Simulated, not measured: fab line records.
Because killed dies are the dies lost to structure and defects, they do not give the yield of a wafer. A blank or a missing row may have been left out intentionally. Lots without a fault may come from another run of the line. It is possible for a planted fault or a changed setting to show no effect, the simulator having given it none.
fab line records -- flow nandHarc
[record] lots = 12, wafers = 36, lastDay = 33
route steps=1302 shown A_CHANNEL_FILL_D2@615
lots with no fault: from the same line, run without faults
startH: the number of hours between the record's first day and the start of the first shown wafer of the lot -- waitH: time in hours since the lot's previous step -- " the same as in the row above -- L1.1+2: a single row standing in for several wafers -- - value missing, or start not given -- * or withheld: withheld -- < > ~ a bound
route shown NAME@n: NAME is a module with steps in the file, n the number in the route of the first one -- usual: mean and standard deviation over wafers with no fault -- same: alike in all rows -- chamber/n: place in a boat -- sites: the reading at each site -- _std_site: standard deviation across them -- _edge_site: mean of outer sites minus mean of inner sites -- radiusMm: for every site, how far away it sits from the centre of the wafer -- mask NAME#n: copy n -- behind: the tool/chamber that last shaped the wafer -- hold: reason for holding the lot/hours on hold/outcome of the hold -- device: transistor that didn't switch, given as n, p or np -- end of line: the same wafers' tests at the end of the route -- a step without rows: its recipe alone -- killed: count of dies lost to structure and defects at first sort (not the wafer's yield) -- map: a wafer's dies, marking killed ones x, the rest . and places with no die _
set.NAME: the setting the step ran with; set.NAME@STEP: the setting that earlier step ran with -- model.NAME: the simulator's own value behind a step, which no gauge read
the route's steps for a sample of lots (tables are steps, rows are wafers)
services: when a tool's chamber went out of use (startH, in hours from the record's first day, below 0 if earlier), for how many hours, and the reason
[[steps]]
[step NHARC_A_CHANNEL_FILL_D2_ALD_15]
[recipe] targetThkA = 20, pulseTimeS = 60, aldCycles = 19, tempC = 630, pressureTorr = 2, material = SiNx
[usual] precursorPulseHeightRel = 1.000/0.021
lot.wafer,tool,chamber,startH,waitH,precursorPulseHeightRel
L389.1,aldSinBatch-02,0,-,-,0.979
L389.5,aldSinBatch-02,0,-,-,1.006
L389.6,aldSinBatch-02,0,-,-,0.992
L390.1,aldSinBatch-03,0,-,-,1.000
L390.2,aldSinBatch-03,0,-,-,1.018
L390.5,aldSinBatch-03,0,-,-,1.032
L393.1,aldSinBatch-01,0,-,-,0.988
L393.2,aldSinBatch-01,0,-,-,0.991
L393.4,aldSinBatch-01,0,-,-,0.995
L395.2,aldSinBatch-01,0,-,-,1.014
L395.4,aldSinBatch-01,0,-,-,1.052
L395.5,aldSinBatch-01,0,-,-,1.001
L397.2,aldSinBatch-01,0,-,-,0.990
L397.5,aldSinBatch-01,0,-,-,1.002
L397.6,aldSinBatch-01,0,-,-,0.968
L398.1,aldSinBatch-03,0,-,-,1.002
L398.5,aldSinBatch-03,0,-,-,0.999
L398.6,aldSinBatch-03,0,-,-,0.932
L400.2,aldSinBatch-02,0,-,-,1.002
L400.3,aldSinBatch-02,0,-,-,1.005
L400.5,aldSinBatch-02,0,-,-,1.024
L401.1,aldSinBatch-02,0,-,-,1.002
L401.2,aldSinBatch-02,0,-,-,1.019
L401.3,aldSinBatch-02,0,-,-,0.977
L407.1,aldSinBatch-01,0,-,-,1.002
L407.3,aldSinBatch-01,0,-,-,1.010
L407.4,aldSinBatch-01,0,-,-,1.010
L409.3,aldSinBatch-03,0,-,-,0.983
L409.4,aldSinBatch-03,0,-,-,1.012
L409.6,aldSinBatch-03,0,-,-,1.011
L411.3,aldSinBatch-02,0,-,-,1.009
L411.4,aldSinBatch-02,0,-,-,1.002
L411.6,aldSinBatch-02,0,-,-,1.025
L412.1,aldSinBatch-02,0,-,-,0.997
L412.3,aldSinBatch-02,0,-,-,1.025
L412.6,aldSinBatch-02,0,-,-,0.986
[step NHARC_A_CHANNEL_FILL_D2_ETCHBACK_19]
[recipe] targetDepthA = 50, timeS = 1.7, hbrFlowSccm = 150, cl2FlowSccm = 50, rfW = 400, icpW = 400, biasW = 100, chemistry = HBr/Cl2
[usual] chamberPressureMTorr = 15.002/0.014, drypumpMotorCurrentA = 5.5/0.45, mfcCl2Sccm = 49.98/0.14, oesProductAu = 1.001/0.017, throttleValvePct = 26.404/0.0092
[same] timeS = 1.7
lot.wafer,tool,chamber,startH,waitH,chamberPressureMTorr,drypumpMotorCurrentA,mfcCl2Sccm,oesProductAu,rfHoursCounterH,throttleValvePct
L389.1,rieSi-06,2,319.85,0.4,15.001,5.7,49.84,0.988,0.47,26.405
L389.5,rieSi-06,3,319.85,0.4,15.016,5.0,49.82,0.993,-,26.409
L389.6,rieSi-06,0,319.85,0.4,14.983,5.1,49.87,1.028,-,26.389
L390.2,rieSi-06,3,332.36,0.4,14.998,5.0,50.32,0.992,0.41,26.411
L390.1,rieSi-06,1,332.36,0.4,15.006,5.6,49.95,1.006,0.42,26.421
L390.5,rieSi-06,0,332.36,0.4,15.004,5.1,49.69,1.025,-,26.407
L393.1,rieSi-04,0,352.14,0.4,14.996,5.1,49.73,1.015,0,26.390
L393.4,rieSi-04,1,352.14,0.4,15.022,4.6,50.07,0.978,0,26.409
L393.2,rieSi-04,3,352.14,0.4,14.991,5.5,49.80,1.019,0,26.409
L395.4,rieSi-04,1,375.91,0.4,15.001,4.6,49.90,1.002,0.25,26.413
L395.2,rieSi-04,2,375.91,0.4,15.006,6.0,50.07,1.025,0.19,26.406
L395.5,rieSi-04,1,375.91,0.4,14.997,4.6,50.05,1.004,-,26.411
L397.2,rieSi-04,3,400.31,0.4,15.013,5.5,49.90,1.020,0.30,26.412
L397.6,rieSi-04,2,400.31,0.4,15.002,6.0,50.01,1.016,-,26.399
L397.5,rieSi-04,3,400.31,0.4,14.999,5.5,49.81,1.010,-,26.406
L398.1,rieSi-04,2,423.46,0.4,15.010,6.0,49.92,1.012,0.45,26.390
L398.6,rieSi-04,1,423.46,0.4,15.002,4.6,49.67,0.995,-,26.412
L398.5,rieSi-04,2,423.46,0.4,15.008,6.0,50.28,1.013,-,26.423
L401.1,rieSi-01,1,428.36,0.4,15.036,5.1,50.07,0.987,0.28,26.384
L401.3,rieSi-01,2,428.36,0.4,14.993,6.1,50.09,1.002,0.32,26.398
L401.2,rieSi-01,0,428.36,0.4,15.004,5.8,49.95,0.961,0.18,26.406
L400.2,rieSi-04,3,428.37,0.4,14.993,5.5,50.19,1.009,0.47,26.411
L400.3,rieSi-04,1,428.37,0.4,15.010,4.6,49.99,0.984,0.62,26.405
L400.5,rieSi-04,3,428.37,0.4,14.984,5.5,50.01,1.007,-,26.397
L407.3,rieSi-04,0,513.84,0.4,15.001,5.1,49.97,0.984,1.07,26.400
L407.1,rieSi-04,1,513.84,0.4,15.001,4.6,50.21,0.969,1.14,26.407
L407.4,rieSi-04,3,513.84,0.4,15.000,5.5,50.19,0.988,1.10,26.402
L409.4,rieSi-01,2,528.17,0.4,14.988,6.1,50.07,1.012,0.81,26.402
L409.3,rieSi-01,1,528.17,0.4,15.000,5.1,50.01,1.002,0.89,26.401
L409.6,rieSi-01,2,528.17,0.4,14.988,6.1,50.08,1.005,-,26.413
L411.4,rieSi-06,3,541.37,0.4,14.987,5.0,50.19,1.025,0.42,26.405
L411.3,rieSi-06,0,541.37,0.4,15.019,5.1,49.98,1.027,0.73,26.400
L411.6,rieSi-06,2,541.37,0.4,15.021,5.7,50.07,0.983,-,26.410
L412.3,rieSi-04,0,554.89,0.4,14.995,5.1,50.11,1.000,0.23,26.403
L412.1,rieSi-04,1,554.89,0.4,15.019,4.6,49.75,0.976,0.13,26.396
L412.6,rieSi-04,2,554.89,0.4,15.024,6.0,49.96,1.020,-,26.399
[step NHARC_A_CHANNEL_FILL_D2_ANNEAL_22]
[recipe] tempC = 620, timeS = 7200
[usual] spikeTcBottomC = 639.8/1.6, spikeTcCentreC = 621.0/1.4, spikeTcLowerC = 620.7/1.1, spikeTcTopC = 641/3, spikeTcUpperC = 620.0/1.1, tubeCenterTempC = 620/0.061, tube_center_temp_C_max = 621.61/0.24
[same] timeS = 7200
lot.wafer,tool,chamber,startH,waitH,spikeTcBottomC,spikeTcCentreC,spikeTcLowerC,spikeTcTopC,spikeTcUpperC,tubeCenterTempC,tube_center_temp_C_max
L389.1,furnace-05,0,327.77,3.5,641.2,621.5,620.9,643,620.5,619.96,621.78
L389.5,furnace-05,0,327.77,3.5,640.4,620.7,621.9,643,620.6,620.16,621.85
L389.6,furnace-05,0,327.77,3.5,640.2,621.5,620.4,643,619.7,619.94,621.64
L390.1,furnace-05,0,340.30,3.5,640.5,621.5,621.2,643,619.5,619.98,621.58
L390.2,furnace-05,0,340.30,3.5,639.8,622.1,622.5,643,620.6,620.02,621.36
L390.5,furnace-05,0,340.30,3.5,641.2,622.6,620.4,645,620.4,619.93,621.71
L393.1,furnace-05,0,360.50,3.5,638.9,621.2,621.4,642,620.9,619.95,621.92
L393.2,furnace-05,0,360.50,3.5,640.5,619.6,623.6,643,620.5,619.96,621.62
L393.4,furnace-05,0,360.50,3.5,639.6,623.2,621.4,645,620.9,620.07,621.57
L395.2,furnace-07,0,383.80,3.5,641.4,619.3,619.6,641,621.2,620,621.48
L395.4,furnace-07,0,383.80,3.5,640.5,618.4,620.4,639,621.5,620.01,621.77
L395.5,furnace-07,0,383.80,3.5,641.2,618.7,621.1,641,620.0,619.9,621.41
L397.2,furnace-05,0,408.40,3.5,640.4,623.0,622.9,643,620.9,619.93,621.74
L397.5,furnace-05,0,408.40,3.5,640.4,621.4,620.4,644,620.8,619.98,621.72
L397.6,furnace-05,0,408.40,3.5,640.7,620.7,621.2,642,621.9,619.91,621.64
L398.1,furnace-05,0,431.48,3.5,639.9,619.7,620.8,643,620.2,620.06,621.72
L398.5,furnace-05,0,431.48,3.5,640.2,620.0,621.5,642,620.6,620.05,621.65
L398.6,furnace-05,0,431.48,3.5,640.0,621.1,619.7,644,620.3,619.96,621.49
L400.2,furnace-07,0,436.30,3.4,668.1,646.4,647.1,668,645.7,647.27,648.37
L400.3,furnace-07,0,436.30,3.4,669.1,646.1,646.3,665,645.0,647.33,649.12
L400.5,furnace-07,0,436.30,3.4,667.6,646.5,647.4,667,646.8,647.28,648.81
L401.1,furnace-07,0,436.30,3.4,667.1,648.1,646.5,668,648.5,647.32,648.88
L401.2,furnace-07,0,436.30,3.4,668.4,647.8,647.9,666,647.3,647.22,648.85
L401.3,furnace-07,0,436.30,3.4,668.3,647.7,646.8,666,647.6,647.34,649.24
L407.1,furnace-05,0,521.93,3.5,642.5,621.8,621.9,643,619.8,620.03,621.60
L407.3,furnace-05,0,521.93,3.5,638.3,620.3,623.1,642,620.8,620.04,622.10
L407.4,furnace-05,0,521.93,3.5,640.9,622.6,621.9,643,621.1,620,621.70
L409.3,furnace-06,0,535.63,2.9,635.6,623.9,619.9,634,619.3,619.99,621.56
L409.4,furnace-06,0,535.63,2.9,638.6,622.4,621.8,635,617.5,620.05,621.63
L409.6,furnace-06,0,535.63,2.9,637.1,622.0,622.1,635,619.4,620.02,621.61
L411.3,furnace-05,0,549.27,3.5,639.7,622.8,621.2,642,620.7,619.93,621.43
L411.4,furnace-05,0,549.27,3.5,639.0,620.1,621.0,643,620.2,620.06,621.45
L411.6,furnace-05,0,549.27,3.5,640.3,622.8,620.7,642,619.3,619.97,621.84
L412.1,furnace-07,0,563.81,4.0,641.5,619.9,619.5,638,618.4,620.03,621.61
L412.3,furnace-07,0,563.81,4.0,641.4,619.9,620.0,641,619.3,620.11,621.64
L412.6,furnace-07,0,563.81,4.0,640.4,619.8,619.0,639,621.7,619.94,621.41
[step NHARC_A_CHANNEL_FILL_D2_INSPECT_13]
[usual] rawDefectCount = 405/160
lot.wafer,tool,chamber,startH,waitH,rawDefectCount
L389.1,defectInspect-01,-,343.85,0.2,453
L389.5,defectInspect-01,-,343.85,0.2,530
L389.6,defectInspect-01,-,343.85,0.2,390
L390.1,defectInspect-02,-,356.21,0.2,644
L390.2,defectInspect-02,-,356.21,0.2,624
L390.5,defectInspect-02,-,356.21,0.2,556
L393.1,defectInspect-02,-,376.58,0.2,505
L393.2,defectInspect-02,-,376.58,0.2,502
L393.4,defectInspect-02,-,376.58,0.2,386
L395.2,defectInspect-02,-,399.82,0.1,526
L395.4,defectInspect-02,-,399.82,0.1,316
L395.5,defectInspect-02,-,399.82,0.1,616
L397.2,defectInspect-02,-,424.58,0.1,342
L397.5,defectInspect-02,-,424.58,0.1,445
L397.6,defectInspect-02,-,424.58,0.1,408
L398.1,defectInspect-01,-,447.50,0.2,352
L398.5,defectInspect-01,-,447.50,0.2,339
L398.6,defectInspect-01,-,447.50,0.2,477
L400.2,defectInspect-01,-,454.10,0.1,330
L400.3,defectInspect-01,-,454.10,0.1,387
L400.5,defectInspect-01,-,454.10,0.1,351
L401.1,defectInspect-02,-,454.18,0.2,301
L401.2,defectInspect-02,-,454.18,0.2,328
L401.3,defectInspect-02,-,454.18,0.2,496
L407.1,defectInspect-01,-,537.88,0.2,178
L407.3,defectInspect-01,-,537.88,0.2,208
L407.4,defectInspect-01,-,537.88,0.2,174
L409.3,defectInspect-01,-,551.49,0.1,263
L409.4,defectInspect-01,-,551.49,0.1,480
L409.6,defectInspect-01,-,551.49,0.1,568
L411.3,defectInspect-01,-,569.13,0.1,325
L411.4,defectInspect-01,-,569.13,0.1,421
L411.6,defectInspect-01,-,569.13,0.1,273
L412.1,defectInspect-01,-,579.75,0.2,216
L412.3,defectInspect-01,-,579.75,0.2,122
L412.6,defectInspect-01,-,579.75,0.2,182
[[services]]
tool,chamber,startH,hours,kind
rieSi-04,-,342.00,9.0,pm
rieSi-04,0,342.00,9.0,ventCycle
rieSi-04,1,342.00,9.0,ventCycle
rieSi-04,2,342.00,9.0,ventCycle
rieSi-04,3,342.00,9.0,ventCycle
rieSi-04,0,351.00,-,clean
rieSi-04,1,351.00,-,clean
rieSi-04,2,351.00,-,clean
rieSi-04,3,351.00,-,clean
rieSi-06,3,358.88,132.4,repair
rieSi-06,1,366.54,1.1,repair
rieSi-01,-,370.00,9.0,pm
rieSi-06,-,370.83,0.6,repair
furnace-07,-,389.06,26.0,pm
rieSi-06,-,426.00,9.0,pm
rieSi-06,0,485.63,6.3,repair
rieSi-06,0,503.80,5.5,repair
aldSinBatch-01,-,506.00,26.0,pm
rieSi-06,-,518.60,0.3,repair
rieSi-04,-,519.00,9.0,pm
rieSi-04,0,519.00,9.0,ventCycle
rieSi-04,1,541.64,6.3,repair
rieSi-01,-,547.00,9.0,pm
rieSi-01,1,560.20,4.9,repair
[[key]]
[firstSign] step = NHARC_A_CHANNEL_FILL_D2_ANNEAL_22, reading = tubeCenterTempC, direction = up, sigmas = 99+, usual = *, struck = *
[effect] step = NHARC_A_CHANNEL_FILL_D2_ANNEAL_22, reading = tube_center_temp_C_max, direction = up, sigmas = 99+, usual = *, struck = *
metAt NHARC_A_CHANNEL_FILL_D2_ANNEAL_22
struckLots L400,L401
testerLeftOut L400,L401
notActingAt NHARC_A_CHANNEL_FILL_D2_ALD_15,NHARC_A_CHANNEL_FILL_D2_ETCHBACK_19,NHARC_A_CHANNEL_FILL_D2_INSPECT_13
onsetBetween 383.80 436.30
[fault] kind = processParameterDrift, tool = furnace-07, chamber = -, onsetH = 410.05, steps = NHARC_A_CHANNEL_FILL_D2_ANNEAL_22, channel = tempC, offset = *, shape = step, endH = 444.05, actsIn = *, stated = *
// testerLeftOut: of these lots the tester's yield and bins aren't shown, on N5 and GAA mostly nor the transistor test; their killed dies are dies lost to structure and defects alone, not to doping, threshold or leakage, so they don't give the yield
